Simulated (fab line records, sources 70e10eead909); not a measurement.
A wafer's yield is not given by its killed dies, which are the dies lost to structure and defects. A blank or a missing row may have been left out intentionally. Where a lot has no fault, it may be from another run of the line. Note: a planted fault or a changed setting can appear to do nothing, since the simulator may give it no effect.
Problem report in the 8D (eight disciplines) form, filled by code	flow nand harc	the parts of the form that need people (team, actions taken, sign-off) are left out

## 1. THE ISSUE
Wafers without a fault read 188.45 W, standard deviation 0.14; heater power total W at NHARC_A_CONTACT_SOFTBAKE_37 reads a mean of 194.38 W on 3 wafers belonging to 2 lots. Relative to the usual mean, that is a shift of +42 standard deviations.
The step: time 55 s.
First observed at day 29 11:00: wafer L496.2, on litho track-04. The record has a number at this step for 36 wafers belonging to 12 lots. Rule for "out", or "out of limits": more than 4 standard deviations from the usual mean. The rest of the wafers with a number are treated as sound.

## 2. WHAT IT IS, AND WHAT IT ISN'T
question	is	is not
which readings at this step	heater power total W	chill plate temp C, exhaust pa, resist line temp C
which lots	L496, L498	L476, L477, L478, L479, L481, L483, L484, L486, L487, L489
which wafers of those lots	L496.2, L496.5, L498.2	L496.4, L498.1, L498.3
read on which tools	litho track-04	litho track-01, litho track-06
when	from day 29 11:00	up to then (31 sound wafers); but 2 sound wafers of L498 came after

## 3. WHAT RULES OUT EACH SUSPECT
Counting: if a tool at a process step up to the reading ran every lot that is out, it stays a suspect. Sound lots after the first of them don't rule it out here, since some wafers of a struck lot are sound.
- litho track-04 at NHARC_A_CONTACT_SOFTBAKE_37 (time 55 s): kept. It processed each lot that is out (first: L496, day 29 11:00); up to then, its last sound lot is L489 (day 25 22:00). On those wafers its own readings are out: heater power total W.
The count leaves litho track-04 at NHARC_A_CONTACT_SOFTBAKE_37.

## 4. THE CAUSE (what the simulator had put in)
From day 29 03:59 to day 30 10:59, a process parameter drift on litho track-04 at NHARC_A_CONTACT_SOFTBAKE_37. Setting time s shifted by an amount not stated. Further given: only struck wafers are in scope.
Counting left only this tool.

## 5. SEQUENCE OF EFFECTS, ordered by route
Each row: a reading where the mean over the struck wafers with a number is more than 3 standard deviations away from the usual. Readings are gone through only where the record gives a usual standard deviation; hours: the median, over the lots, of the time from a lot's start at the first step in this table giving one to that lot's start at this step; sigmas: the change measured in usual standard deviations.
hours	step	reading	usual	on struck wafers	change	sigmas
0	NHARC_A_CONTACT_SOFTBAKE_37	heater power total W	188.45 W	194.38	+5.93	+42
It contains these process steps:
- NHARC_A_CONTACT_SOFTBAKE_37: time 55 s.
At these later measuring or inspecting steps, every struck wafer for which the step has a row has a number for every such reading, and none has moved that far: NHARC_A_CONTACT_INSPECT_44.

## 6. HOW IT WOULD HAVE BEEN CAUGHT EARLIER
In this record no reading fell out of limits until day 29 11:00, 7 hours after the fault had begun at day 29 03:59.
